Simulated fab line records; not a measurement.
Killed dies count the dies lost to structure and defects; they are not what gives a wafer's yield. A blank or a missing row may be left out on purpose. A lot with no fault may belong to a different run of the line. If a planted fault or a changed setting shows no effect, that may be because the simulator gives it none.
fab line records ; flow n5-finfet
record: lots: 9; wafers: 27; last-day: 21
route steps=1938 shown BEOL_M11@1572 BEOL_M12@1614 PASSIVATION@1936
lots that met no fault: from a run of the same line without faults
start-h: the number of hours between the record's first day and the start of the first shown wafer of the lot ; wait-h: hours since the lot's step before ; " identical to the entry in the row above ; L1.1+2: one row covering several wafers at once ; - no value, or no start given ; * or withheld: withheld ; < > ~ a bound
route shown NAME@n: NAME is a module with steps in the file, n the number in the route of the first one ; usual: the fault-free wafers' mean and standard deviation ; same: alike in all rows ; chamber/n: place in a boat ; sites: the reading at each site ; _std_site: the values' standard deviation ; _edge_site: outer sites' mean less inner sites' ; radius-mm: for every site, how far away it sits from the centre of the wafer ; mask NAME#n: copy n ; behind: tool/chamber where the wafer was last shaped ; hold: reason for holding the lot/hours on hold/outcome of the hold ; device: the n, p or np transistor that did not switch ; end of line: at the end of the route, the tests of the same wafers ; where a step has no rows: the recipe by itself ; killed: dies that structure and defects cost at the first sort, which is not the same as the wafer's yield ; map: per-die view of a wafer (x killed, . not killed, _ where there is no die)
set.NAME: the setting the step ran with; set.NAME@STEP: the setting that earlier step ran with ; model.NAME: the simulator's own value behind a step, which no gauge read
a sample of lots followed through the steps of the route, with each step as a table and each wafer as a row
services: the hour from which a tool's chamber was out of use, counted from the record's first day as start-h (under 0 if before that day), plus the number of hours and why
== steps ==
step: N5_BEOL_M11_ETCH_65
recipe: chemistry: CF4; target: SiARC; target-depth-a: 390; mask-material: CAR-ArF; time-s: 65; ion-energy-ev: 80; pressure-mtorr: 40; source-w: 545; bias-w: 36; Ar_flow_sccm: 100; cf4-flow-sccm: 100; ends: cleared
usual: drypump-motor-current-A: 5.7/0.38; etch-rf-on-time-s: 63.3/1.8; oes-product-au: 0.70/0.071; rf-vpp-V: 184.2/1.2; showerhead-plenum-p-Torr: 2.14/0.068; throttle-valve-pct: 15.48/0.16
lot.wafer;tool;chamber;start-h;wait-h;drypump-motor-current-A;etch-rf-on-time-s;oes-product-au;rf-hours-counter-h;rf-vpp-V;showerhead-plenum-p-Torr;throttle-valve-pct
L276.3;rie-diel-06;1;298.54;0.0;5.5;61.6;0.89;0;183.8;2.16;15.10
L276.4;rie-diel-06;3;298.54;0.0;5.4;64.3;0.72;64;182.3;2.09;15.59
L276.6;rie-diel-06;1;298.54;0.0;5.5;61.5;0.89;-;185.3;2.16;15.11
L281.2;rie-diel-02;1;336.86;0.0;5.4;65.6;0.63;171;184.7;2.07;15.58
L281.3;rie-diel-02;3;336.86;0.0;5.9;65.1;0.60;216;185.6;2.18;15.57
L281.4;rie-diel-02;0;336.86;0.0;5.8;64.1;0.79;28;184.2;2.11;15.52
L288.3;rie-diel-03;2;363.02;0.0;6.2;64.4;0.69;114;184.2;2.22;15.44
L288.4;rie-diel-03;0;363.02;0.0;6.2;59.0;0.67;168;184.7;2.12;15.33
L288.5;rie-diel-03;0;363.02;0.0;6.2;59.3;0.67;-;184.6;2.12;15.31
L291.2;rie-diel-06;1;378.24;0.0;5.5;60.7;0.82;23;184.7;2.16;15.15
L291.4;rie-diel-06;0;378.24;0.0;6.2;63.2;0.65;147;184.7;2.13;15.49
L291.6;rie-diel-06;0;378.24;0.0;6.2;64.0;0.64;-;183.4;2.13;15.48
L295.1;rie-diel-02;1;414.59;0.0;5.4;65.1;0.62;195;183.1;2.06;15.62
L295.5;rie-diel-02;0;414.59;0.0;5.7;64.4;0.75;-;183.2;2.10;15.57
L295.6;rie-diel-02;3;414.59;0.0;5.9;64.5;0.59;-;186.4;2.17;15.61
L294.1;rie-diel-03;0;422.40;0.0;6.2;58.4;0.67;187;184.7;2.12;15.36
L294.4;rie-diel-03;3;422.40;0.0;5.2;64.1;0.69;105;185.2;2.25;15.63
L294.6;rie-diel-03;2;422.40;0.0;6.2;63.2;0.68;-;185.0;2.22;15.49
L299.1;rie-diel-02;0;432.11;0.0;5.8;64.2;0.74;59;184.0;2.10;15.58
L299.2;rie-diel-02;2;432.11;0.0;5.6;64.4;0.61;214;182.0;1.95;15.75
L299.4;rie-diel-02;3;432.11;0.0;5.9;65.5;0.58;249;184.8;2.17;15.64
L298.2;rie-diel-06;3;432.88;0.0;5.4;66.3;0.68;100;183.8;2.08;15.66
L298.3;rie-diel-06;1;432.88;0.0;5.5;61.3;0.80;33;185.1;2.15;15.17
L298.4;rie-diel-06;0;432.88;0.0;6.2;63.2;0.63;158;182.8;2.13;15.50
L297.2;rie-diel-03;2;466.07;0.0;6.3;63.5;0.66;153;184.9;2.21;15.49
L297.3;rie-diel-03;1;466.07;0.0;5.7;62.4;0.77;42;183.9;2.16;15.67
L297.5;rie-diel-03;0;466.07;0.0;6.2;58.6;0.65;-;183.7;2.11;15.40
step: N5_BEOL_M11_STRIP_77
recipe: chemistry: N2/H2; time-s: 10; power-w: 450; temp-c: 40; pressure-mtorr: 20; rf-frequency-hz: 6e+07; bias-power-w: 7; n2-flow-sccm: 200; h2-flow-sccm: 200
usual: drypump-motor-current-A: 5.7/0.38; n2-flow-sccm: 200.1/0.6; oes-product-au: 0.82/0.084; rf-vpp-V: 59.2/0.87; showerhead-plenum-p-Torr: 2.54/0.098; throttle-valve-pct: 23.5/0.4
lot.wafer;tool;chamber;start-h;wait-h;drypump-motor-current-A;n2-flow-sccm;oes-product-au;rf-hours-counter-h;rf-vpp-V;showerhead-plenum-p-Torr;throttle-valve-pct
L276.3;rie-diel-06;1;-;-;5.5;199.6;1.03;1;59.1;2.59;22.9
L276.4;rie-diel-06;3;-;-;5.4;200.4;0.86;64;59.0;2.45;23.1
L276.6;rie-diel-06;1;-;-;5.5;200.1;1.02;-;60.5;2.59;22.9
L281.2;rie-diel-02;1;-;-;5.4;200.9;0.73;171;58.8;2.44;23.6
L281.3;rie-diel-02;3;-;-;5.9;200.4;0.71;217;59.9;2.62;23.7
L281.4;rie-diel-02;0;-;-;5.8;199.4;0.92;29;58.3;2.51;24.2
L288.3;rie-diel-03;2;-;-;6.3;200.8;0.81;114;60.1;2.68;23.8
L288.4;rie-diel-03;0;-;-;6.2;198.9;0.76;168;59.0;2.53;23.2
L288.5;rie-diel-03;0;-;-;6.2;199.8;0.77;-;60.3;2.53;23.2
L291.2;rie-diel-06;1;-;-;5.5;199.7;0.95;23;59.7;2.58;23.0
L291.4;rie-diel-06;0;-;-;6.2;199.5;0.75;147;57.9;2.51;23.0
L291.6;rie-diel-06;0;-;-;6.2;199.8;0.75;-;58.9;2.51;23.0
L295.1;rie-diel-02;1;-;-;5.4;200.2;0.72;196;57.1;2.43;23.6
L295.5;rie-diel-02;0;-;-;5.8;199.9;0.88;-;59.1;2.50;24.2
L295.6;rie-diel-02;3;-;-;5.9;199.9;0.70;-;58.8;2.60;23.8
L294.1;rie-diel-03;0;-;-;6.1;200.1;0.75;187;59.2;2.52;23.2
L294.4;rie-diel-03;3;-;-;5.2;200.4;0.80;105;59.8;2.68;23.9
L294.6;rie-diel-03;2;-;-;6.3;200.7;0.78;-;59.0;2.67;23.9
L299.1;rie-diel-02;0;-;-;5.8;199.8;0.88;59;60.4;2.50;24.3
L299.2;rie-diel-02;2;-;-;5.7;200.8;0.71;215;57.6;2.28;23.5
L299.4;rie-diel-02;3;-;-;5.9;199.6;0.69;250;58.8;2.60;23.8
L298.2;rie-diel-06;3;-;-;5.4;200.1;0.80;100;58.2;2.43;23.1
L298.3;rie-diel-06;1;-;-;5.5;200.0;0.92;33;58.2;2.58;23.0
L298.4;rie-diel-06;0;-;-;6.3;200.6;0.75;159;60.9;2.50;23.0
L297.2;rie-diel-03;2;-;-;6.3;200.0;0.76;153;58.1;2.67;23.9
L297.3;rie-diel-03;1;-;-;5.8;199.1;0.89;42;58.7;2.56;24.0
L297.5;rie-diel-03;0;-;-;6.1;201.0;0.72;-;57.6;2.52;23.2
step: N5_BEOL_M11_DEGAS_44
recipe: ambient: vacuum; temp-c: 250; time-s: 60
usual: heater-power-w: 324/26
lot.wafer;tool;chamber;start-h;wait-h;heater-power-w
L276.3;pvd-sputter-03;-;299.87;0.3;298
L276.4;pvd-sputter-03;-;299.87;0.3;312
L276.6;pvd-sputter-03;-;299.87;0.3;325
L281.2;pvd-sputter-03;-;338.41;0.8;331
L281.3;pvd-sputter-03;-;338.41;0.8;301
L281.4;pvd-sputter-03;-;338.41;0.8;297
L288.3;pvd-sputter-01;-;364.17;0.3;334
L288.4;pvd-sputter-01;-;364.17;0.3;328
L288.5;pvd-sputter-01;-;364.17;0.3;333
L291.2;pvd-sputter-02;-;379.30;0.3;393
L291.4;pvd-sputter-02;-;379.30;0.3;313
L291.6;pvd-sputter-02;-;379.30;0.3;387
L295.1;pvd-sputter-03;-;415.92;0.6;303
L295.5;pvd-sputter-03;-;415.92;0.6;322
L295.6;pvd-sputter-03;-;415.92;0.6;296
L294.1;pvd-sputter-01;-;425.02;1.9;350
L294.4;pvd-sputter-01;-;425.02;1.9;319
L294.6;pvd-sputter-01;-;425.02;1.9;341
L299.1;pvd-sputter-01;-;433.32;0.4;339
L299.2;pvd-sputter-01;-;433.32;0.4;334
L299.4;pvd-sputter-01;-;433.32;0.4;318
L298.2;pvd-sputter-03;-;435.61;2.0;296
L298.3;pvd-sputter-03;-;435.61;2.0;325
L298.4;pvd-sputter-03;-;435.61;2.0;321
L297.2;pvd-sputter-02;-;467.68;0.8;385
L297.3;pvd-sputter-02;-;467.68;0.8;398
L297.5;pvd-sputter-02;-;467.68;0.8;316
step: N5_BEOL_M11_CMP_52
recipe: stop-on: SiCOH_lowk; t-overpolish-s: 7; down-force-psi: 1; platen-rpm: 50; clearing-platen-down-force-psi: 1.5; clearing-platen-rpm: 50; post-cmp-clean: cu-alkaline; target-thk-nm: 140; clearing-platen-pad-velocity-m-s: 0.99484; pad-velocity-m-s: 0.99484
usual: barrier-field-endpoint-s: 29.4/1.1; edge-zone-pressure-frac: 1.000/0.0053; motor-current-A: 6.1/0.45; overpolish-run-s: 6.999/0.0088; platen-rpm: 50.00/0.03; time-to-endpoint-s: 68/5.7
lot.wafer;tool;chamber;start-h;wait-h;barrier-field-endpoint-s;edge-zone-pressure-frac;motor-current-A;overpolish-run-s;platen-rpm;time-to-endpoint-s
L276.3;cmp-04;1;302.12;0.2;27.9;0.996;6.3;7.012;50.02;57
L276.4;cmp-04;0;302.12;0.2;30.3;0.995;6.2;6.986;49.98;71
L276.6;cmp-04;2;302.12;0.2;29.8;1.007;6.2;7.012;49.99;65
L281.2;cmp-03;3;342.04;0.2;29.4;0.998;6.3;7.004;49.99;71
L281.4;cmp-03;1;342.04;0.2;30.0;0.995;5.3;6.999;49.99;68
L281.3;cmp-03;2;342.04;0.2;30.3;0.994;5.1;7.014;49.98;70
L288.3;cmp-02;1;365.86;0.2;29.1;1.003;6.7;7.009;50.00;67
L288.4;cmp-02;0;365.86;0.2;31.4;1.002;6.6;6.999;50.01;74
L288.5;cmp-02;1;365.86;0.2;29.7;1.008;6.6;6.986;49.99;66
L291.2;cmp-02;3;381.26;0.2;28.3;1.001;6.4;7.003;49.99;64
L291.4;cmp-02;0;381.26;0.2;29.7;0.998;6.4;6.993;50.00;68
L291.6;cmp-02;2;381.26;0.2;28.4;1.004;6.2;6.989;50.05;61
L295.1;cmp-04;1;417.48;0.3;28.2;1.009;6.2;6.996;49.96;63
L295.6;cmp-04;3;417.48;0.3;29.1;0.998;6.1;7.001;50.02;71
L295.5;cmp-04;0;417.48;0.3;30.6;1.007;6.4;7.004;49.97;76
L294.1;cmp-03;3;426.25;0.3;30.5;1.002;6.1;6.996;50.02;74
L294.4;cmp-03;1;426.25;0.3;30.8;1.009;5.6;6.995;49.97;69
L294.6;cmp-03;0;426.25;0.3;30.8;0.993;5.8;6.998;50.04;72
L299.2;cmp-03;3;436.05;0.2;29.7;1.003;6.0;7.006;50.00;74
L299.4;cmp-03;0;436.05;0.2;29.3;1.000;5.9;6.987;50.02;72
L299.1;cmp-03;1;436.05;0.2;28.7;0.997;5.4;7.017;49.99;69
L298.4;cmp-02;2;437.34;0.1;30.3;0.999;6.6;7.000;50.02;67
L298.3;cmp-02;0;437.34;0.1;31.1;1.005;6.4;7.002;50.03;74
L298.2;cmp-02;1;437.34;0.1;30.8;1.005;7.0;6.993;49.98;74
L297.3;cmp-03;0;470.07;0.2;30.4;0.989;6.0;7.007;49.98;74
L297.2;cmp-03;1;470.07;0.2;28.5;0.998;5.5;7.006;50.02;70
L297.5;cmp-03;1;470.07;0.2;28.9;1.004;5.4;6.995;49.98;69
step: N5_BEOL_M11_INSPECT_58
recipe: inspect-instrument: darkfield; mode: post-dep
usual: raw-defect-count: 70/27
lot.wafer;tool;chamber;start-h;wait-h;raw-defect-count
L276.3;defect-inspect-01;-;302.56;0.0;133
L276.4;defect-inspect-01;-;302.56;0.0;113
L276.6;defect-inspect-01;-;302.56;0.0;95
L281.2;defect-inspect-01;-;342.48;0.0;113
L281.3;defect-inspect-01;-;342.48;0.0;179
L281.4;defect-inspect-01;-;342.48;0.0;361
L288.3;defect-inspect-02;-;366.30;0.0;74
L288.4;defect-inspect-02;-;366.30;0.0;47
L288.5;defect-inspect-02;-;366.30;0.0;51
L291.2;defect-inspect-01;-;381.70;0.0;45
L291.4;defect-inspect-01;-;381.70;0.0;34
L291.6;defect-inspect-01;-;381.70;0.0;45
L295.1;defect-inspect-01;-;417.88;0.0;84
L295.5;defect-inspect-01;-;417.88;0.0;75
L295.6;defect-inspect-01;-;417.88;0.0;41
L294.1;defect-inspect-02;-;426.69;0.0;84
L294.4;defect-inspect-02;-;426.69;0.0;110
L294.6;defect-inspect-02;-;426.69;0.0;51
L299.1;defect-inspect-01;-;436.50;0.0;40
L299.2;defect-inspect-01;-;436.50;0.0;39
L299.4;defect-inspect-01;-;436.50;0.0;48
L298.2;defect-inspect-01;-;437.79;0.0;68
L298.3;defect-inspect-01;-;437.79;0.0;39
L298.4;defect-inspect-01;-;437.79;0.0;58
L297.2;defect-inspect-01;-;470.52;0.0;111
L297.3;defect-inspect-01;-;470.52;0.0;100
L297.5;defect-inspect-01;-;470.52;0.0;77
step: N5_BEOL_M12_INSPECT_12
recipe: mode: adi; inspect-instrument: macro
usual: raw-defect-count: 2.1/1.3
lot.wafer;tool;chamber;start-h;wait-h;raw-defect-count
L276.3;defect-inspect-02;-;303.09;0.0;2
L276.4;defect-inspect-02;-;303.09;0.0;1
L276.6;defect-inspect-02;-;303.09;0.0;2
L281.2;defect-inspect-01;-;343.04;0.0;1
L281.3;defect-inspect-01;-;343.04;0.0;0
L281.4;defect-inspect-01;-;343.04;0.0;275
L288.3;defect-inspect-02;-;366.95;0.0;4
L288.4;defect-inspect-02;-;366.95;0.0;1
L288.5;defect-inspect-02;-;366.95;0.0;3
L291.2;defect-inspect-02;-;382.35;0.0;3
L291.4;defect-inspect-02;-;382.35;0.0;1
L291.6;defect-inspect-02;-;382.35;0.0;2
L295.1;defect-inspect-02;-;418.54;0.0;3
L295.5;defect-inspect-02;-;418.54;0.0;2
L295.6;defect-inspect-02;-;418.54;0.0;0
L294.1;defect-inspect-02;-;427.34;0.0;2
L294.4;defect-inspect-02;-;427.34;0.0;1
L294.6;defect-inspect-02;-;427.34;0.0;2
L299.1;defect-inspect-01;-;437.02;0.0;0
L299.2;defect-inspect-01;-;437.02;0.0;5
L299.4;defect-inspect-01;-;437.02;0.0;0
L298.2;defect-inspect-01;-;438.31;0.0;3
L298.3;defect-inspect-01;-;438.31;0.0;1
L298.4;defect-inspect-01;-;438.31;0.0;3
L297.2;defect-inspect-01;-;471.05;0.0;3
L297.3;defect-inspect-01;-;471.05;0.0;0
L297.5;defect-inspect-01;-;471.05;0.0;4
step: N5_PASSIVATION_PROBE_49
usual: defect-limited-yield: 91.4/1.4; killed_at_M0_to_M3: 34/9.1; killed_at_M4_up: 14/5.2; killed-at-contacts: 12/6.4; killed-at-front-end: 38/11; killed-at-other: 3.7/2.8; killed-dies: 102/17; killed-on-rim: 14/3.9; killed-open: 68/13; killed-short: 32/7.8; sort_bin_4_leakage: 0.05/0.3; sort_bin_5_function: 5.1/1; sort_bin_6_memory: 3.2/0.66; sort-n-pass: 1076/19; sort-yield-pct: 91.2/1.6
same: gross-dies: 1180; killed-at-back-side: 0; sort_bin_8_speed[%]: 0
lot.wafer;tool;chamber;start-h;wait-h;defect-limited-yield[%];killed_at_M0_to_M3;killed_at_M4_up;killed-at-contacts;killed-at-front-end;killed-at-other;killed-dies;killed-on-rim;killed-open;killed-short;sort_bin_4_leakage[%];sort_bin_5_function[%];sort_bin_6_memory[%];sort-n-pass;sort-yield-pct[%]
L281.2;prober-01;-;387.60;0.1;91.9;34;15;1;44;2;96;15;65;30;0;4.6;3.3;1084;91.9
L281.3;prober-01;-;387.65;0.1;90.8;31;10;16;50;1;108;14;64;42;0;6.2;2.5;1072;90.8
L281.4;prober-01;-;387.70;0.2;69.6;44;243;14;51;7;359;45;86;47;0;18.1;11.0;821;69.6
L288.3;prober-01;-;405.34;0.1;92.6;36;15;7;28;1;87;10;62;24;0;4.4;2.9;1093;92.6
L288.4;prober-01;-;405.39;0.2;90.1;36;27;5;47;2;117;18;85;27;0;5.3;4.3;1063;90.1
L288.5;prober-01;-;405.44;0.2;92.2;38;10;9;33;2;92;9;56;34;0;4.2;3.3;1088;92.2
L295.1;prober-01;-;450.88;0.0;90.7;46;19;9;33;3;110;20;81;28;0;5.3;3.6;1070;90.7
L295.5;prober-01;-;451.08;0.2;88.6;39;20;16;60;0;135;18;100;34;0;6.8;4.3;1045;88.6
L295.6;prober-01;-;451.13;0.3;87.5;52;16;24;53;3;148;17;98;46;0;8.1;4.2;1032;87.5
L294.1;prober-01;-;468.81;0.0;91.9;41;13;5;32;5;96;15;66;30;0;5.2;2.7;1084;91.9
L294.4;prober-01;-;468.96;0.2;94.8;26;7;9;16;3;61;10;43;17;0;2.9;1.9;1119;94.8
L294.6;prober-01;-;469.06;0.3;92.4;46;12;13;17;2;90;13;68;22;0;4.8;2.6;1090;92.4
L299.1;prober-01;-;477.15;0.0;92.5;28;9;14;31;7;89;8;68;21;0;4.2;3.1;1091;92.5
L299.2;prober-01;-;477.20;0.1;91.9;38;13;20;17;7;95;7;66;29;0;5.7;2.3;1085;91.9
L299.4;prober-01;-;477.30;0.2;93.2;35;9;9;26;1;80;13;54;26;0;4.3;2.3;1100;93.2
L298.2;prober-02;-;478.31;0.1;91.6;49;13;5;23;9;99;14;67;32;0;4.8;3.3;1081;91.6
L298.3;prober-02;-;478.36;0.1;92.2;36;15;12;28;1;92;22;70;22;0;4.7;3.0;1088;92.2
L298.4;prober-02;-;478.41;0.2;90.3;47;11;7;43;6;114;10;86;28;0;6.2;3.1;1066;90.3
L297.2;prober-02;-;508.68;0.1;93.1;19;13;10;36;4;82;10;56;26;3.22;3.6;3.1;1060;89.8
L297.3;prober-02;-;508.73;0.1;90.9;30;12;10;50;5;107;14;61;46;0;5.4;3.2;1073;90.9
L297.5;prober-02;-;508.83;0.2;91.9;31;12;6;36;10;95;8;71;23;0;4.9;2.7;1085;91.9
killed by level:class
L281.2 STI_FIN_REVEAL:geometric-particle:open=8 DUMMY_GATE:geometric-particle:open=8 BEOL_M0_SAQP:geometric-particle:open=8 BEOL_M0_SAQP:geometric-particle:short=7 BEOL_M1:geometric-particle:open=7 FIN_SAQP:geometric-particle:short=6 BEOL_M3:geometric-particle:open=6 BEOL_M2:geometric-particle:open=5
L281.3 STI_FIN_REVEAL:geometric-particle:open=19 MOL_CONTACT_COAG:geometric-particle:open=12 FIN_SAQP:geometric-particle:short=9 BEOL_M1:geometric-particle:open=7 BEOL_M2:geometric-particle:open=6 MOL_CONTACT_COAG:geometric-particle:short=4 DUMMY_GATE:geometric-particle:open=4 BEOL_M3:geometric-particle:short=4
L281.4 BEOL_M11:unspecified=226 STI_FIN_REVEAL:geometric-particle:open=16 FIN_SAQP:geometric-particle:short=12 MOL_CONTACT_COAG:geometric-particle:open=12 BEOL_M4:geometric-particle:open=11 BEOL_M1:geometric-particle:open=10 BEOL_M0_SAQP:geometric-particle:short=7 BEOL_M0_SAQP:geometric-particle:open=6
L288.3 BEOL_M0_SAQP:geometric-particle:open=11 BEOL_M4:geometric-particle:open=9 FIN_SAQP:geometric-particle:open=8 BEOL_M1:geometric-particle:open=8 GATE_CUT:geometric-particle:short=5 BEOL_M2:geometric-particle:open=5 MOL_CONTACT_COAG:geometric-particle:open=4 BEOL_M0_SAQP:geometric-particle:short=4
L288.4 BEOL_M4:geometric-particle:open=14 BEOL_M2:geometric-particle:open=11 BEOL_M0_SAQP:geometric-particle:open=9 FIN_SAQP:geometric-particle:open=8 DUMMY_GATE:geometric-particle:open=8 STARTING-WAFER:geometric-particle:open=6 FIN_SAQP:geometric-particle:short=5 GATE_CUT:geometric-particle:open=5
L288.5 BEOL_M2:geometric-particle:open=9 MOL_CONTACT_COAG:geometric-particle:open=8 BEOL_M0_SAQP:geometric-particle:open=8 BEOL_M1:geometric-particle:open=8 BEOL_M0_SAQP:geometric-particle:short=6 FIN_SAQP:geometric-particle:open=5 GATE_CUT:geometric-particle:short=4 STARTING-WAFER:geometric-particle:short=4
L295.1 BEOL_M0_SAQP:geometric-particle:open=13 BEOL_M4:geometric-particle:open=11 STI_FIN_REVEAL:geometric-particle:open=10 BEOL_M1:geometric-particle:open=9 MOL_CONTACT_COAG:geometric-particle:open=8 BEOL_M0_SAQP:geometric-particle:short=7 BEOL_M2:geometric-particle:open=6 DUMMY_GATE:geometric-particle:open=5
L295.5 FIN_SAQP:geometric-particle:open=15 STI_FIN_REVEAL:geometric-particle:open=15 BEOL_M2:geometric-particle:open=13 MOL_CONTACT_COAG:geometric-particle:open=12 FIN_SAQP:geometric-particle:short=11 BEOL_M1:geometric-particle:open=10 BEOL_M4:geometric-particle:open=9 BEOL_M3:geometric-particle:open=6
L295.6 MOL_CONTACT_COAG:geometric-particle:open=16 BEOL_M1:geometric-particle:open=15 BEOL_M2:geometric-particle:open=12 FIN_SAQP:geometric-particle:open=10 BEOL_M3:geometric-particle:open=9 STI_FIN_REVEAL:geometric-particle:open=8 MOL_CONTACT_COAG:geometric-particle:short=8 STARTING-WAFER:geometric-particle:open=7
L294.1 BEOL_M0_SAQP:geometric-particle:open=17 BEOL_M0_SAQP:geometric-particle:short=13 FIN_SAQP:geometric-particle:open=9 BEOL_M4:geometric-particle:open=6 STI_FIN_REVEAL:geometric-particle:open=4 MOL_CONTACT_COAG:geometric-particle:open=4 BEOL_M3:geometric-particle:open=4 FIN_SAQP:geometric-particle:short=3
L294.4 MOL_CONTACT_COAG:geometric-particle:open=9 BEOL_M2:geometric-particle:open=8 BEOL_M3:geometric-particle:open=7 STI_FIN_REVEAL:geometric-particle:open=5 BEOL_M0_SAQP:geometric-particle:short=5 BEOL_M5:geometric-particle:short=3 BEOL_M4:geometric-particle:open=3 STARTING-WAFER:geometric-particle:open=3
L294.6 BEOL_M3:geometric-particle:open=12 MOL_CONTACT_COAG:geometric-particle:open=8 BEOL_M0_SAQP:geometric-particle:open=8 BEOL_M1:geometric-particle:open=8 BEOL_M4:geometric-particle:open=8 BEOL_M2:geometric-particle:open=7 STI_FIN_REVEAL:geometric-particle:open=5 MOL_CONTACT_COAG:geometric-particle:short=5
L299.1 MOL_CONTACT_COAG:geometric-particle:open=12 FIN_SAQP:geometric-particle:open=9 BEOL_M3:geometric-particle:open=8 FIN_SAQP:geometric-particle:short=6 BEOL_M2:geometric-particle:open=6 STARTING-WAFER:geometric-particle:open=5 BEOL_M0_SAQP:geometric-particle:open=4 BEOL_M1:geometric-particle:open=4
L299.2 MOL_CONTACT_COAG:geometric-particle:open=17 BEOL_M0_SAQP:geometric-particle:short=10 BEOL_M0_SAQP:geometric-particle:open=10 BEOL_M3:geometric-particle:open=9 BEOL_M4:geometric-particle:open=5 FIN_SAQP:geometric-particle:short=3 FIN_SAQP:geometric-particle:open=3 STI_FIN_REVEAL:geometric-particle:open=3
L299.4 BEOL_M0_SAQP:geometric-particle:open=9 FIN_SAQP:geometric-particle:short=8 FIN_SAQP:geometric-particle:open=7 MOL_CONTACT_COAG:geometric-particle:open=7 BEOL_M3:geometric-particle:open=7 STI_FIN_REVEAL:geometric-particle:open=6 BEOL_M0_SAQP:geometric-particle:short=6 BEOL_M2:geometric-particle:open=3
L298.2 BEOL_M2:geometric-particle:open=13 BEOL_M1:geometric-particle:open=11 BEOL_M0_SAQP:geometric-particle:open=8 STI_FIN_REVEAL:geometric-particle:open=7 BEOL_M4:geometric-particle:open=7 GATE_CUT:geometric-particle:short=6 PASS1_CAP:geometric-particle:short=6 BEOL_M3:geometric-particle:open=5
L298.3 STI_FIN_REVEAL:geometric-particle:open=12 BEOL_M2:geometric-particle:open=12 MOL_CONTACT_COAG:geometric-particle:open=10 BEOL_M3:geometric-particle:open=7 BEOL_M4:geometric-particle:open=6 BEOL_M0_SAQP:geometric-particle:open=5 GATE_CUT:geometric-particle:short=4 BEOL_M5:geometric-particle:open=4
L298.4 STI_FIN_REVEAL:geometric-particle:open=20 BEOL_M2:geometric-particle:open=13 BEOL_M3:geometric-particle:open=8 MOL_CONTACT_COAG:geometric-particle:open=7 BEOL_M0_SAQP:geometric-particle:short=7 BEOL_M0_SAQP:geometric-particle:open=7 FIN_SAQP:geometric-particle:open=5 BEOL_M1:geometric-particle:open=5
L297.2 FIN_SAQP:geometric-particle:open=10 DUMMY_GATE:geometric-particle:open=7 FIN_SAQP:geometric-particle:short=6 MOL_CONTACT_COAG:geometric-particle:open=6 BEOL_M2:geometric-particle:open=6 GATE_CUT:geometric-particle:short=4 MOL_CONTACT_COAG:geometric-particle:short=4 BEOL_M0_SAQP:geometric-particle:short=4
L297.3 FIN_SAQP:geometric-particle:open=12 FIN_SAQP:geometric-particle:short=8 GATE_CUT:geometric-particle:short=7 BEOL_M1:geometric-particle:open=7 DUMMY_GATE:geometric-particle:open=6 STI_FIN_REVEAL:geometric-particle:open=5 MOL_CONTACT_COAG:geometric-particle:short=5 MOL_CONTACT_COAG:geometric-particle:open=5
L297.5 DUMMY_GATE:geometric-particle:open=10 BEOL_M0_SAQP:geometric-particle:open=6 BEOL_M1:geometric-particle:open=6 BEOL_M2:geometric-particle:open=6 FIN_SAQP:geometric-particle:open=5 BEOL_M0_SAQP:geometric-particle:short=5 BEOL_M4:geometric-particle:open=5 ILD0:geometric-particle:open=4
== services ==
tool;chamber;start-h;hours;kind
cmp-02;-;278.14;6.8;pm
cmp-03;-;278.64;4.0;pm
cmp-04;-;283.36;2.0;repair
cmp-04;-;309.70;0.3;repair
cmp-02;-;316.58;2.1;repair
rie-diel-03;1;329.37;6.6;repair
rie-diel-03;1;340.94;8.2;repair
rie-diel-03;0;353.27;4.3;repair
cmp-03;-;353.81;6.1;pm
rie-diel-02;0;384.42;8.9;repair
rie-diel-02;1;402.36;6.6;repair
rie-diel-02;2;408.53;8.2;repair
cmp-04;-;412.24;1.4;repair
rie-diel-06;-;416.45;15.6;pm
pvd-sputter-03;-;423.06;8.9;repair
cmp-04;-;423.55;1.4;repair
rie-diel-03;1;423.86;10.7;repair
cmp-02;-;424.48;1.6;repair
cmp-03;-;427.87;0.4;repair
cmp-02;-;431.65;4.0;pm
rie-diel-03;2;433.58;1.2;repair
pvd-sputter-01;-;443.95;4.9;repair
pvd-sputter-03;-;444.22;1.9;repair
cmp-03;-;457.88;5.0;repair
== key ==
first-sign: step: N5_BEOL_M11_INSPECT_58; reading: raw-defect-count; direction: up; sigmas: 11; usual: 70; struck: 361
effect: step: N5_BEOL_M12_INSPECT_12; reading: raw-defect-count; direction: up; sigmas: 99+; usual: 2.1; struck: 275
effect: step: N5_PASSIVATION_PROBE_49; reading: killed_at_M4_up; direction: up; sigmas: 44; usual: 14; struck: 243
more-kills-born-at: N5_BEOL_M11_CMP_52@cmp-03: 226
met-at N5_BEOL_M11_CMP_52
struck-lots L281
struck-wafers L281.4
not-acting-at N5_BEOL_M11_ETCH_65,N5_BEOL_M11_STRIP_77,N5_BEOL_M11_DEGAS_44
fault: kind: chamber-particle-source; tool: cmp-03; chamber: 1; onset-h: 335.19; steps: N5_BEOL_M11_CMP_52; rate-per-visit-cm2: 0.4075; end-h: 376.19
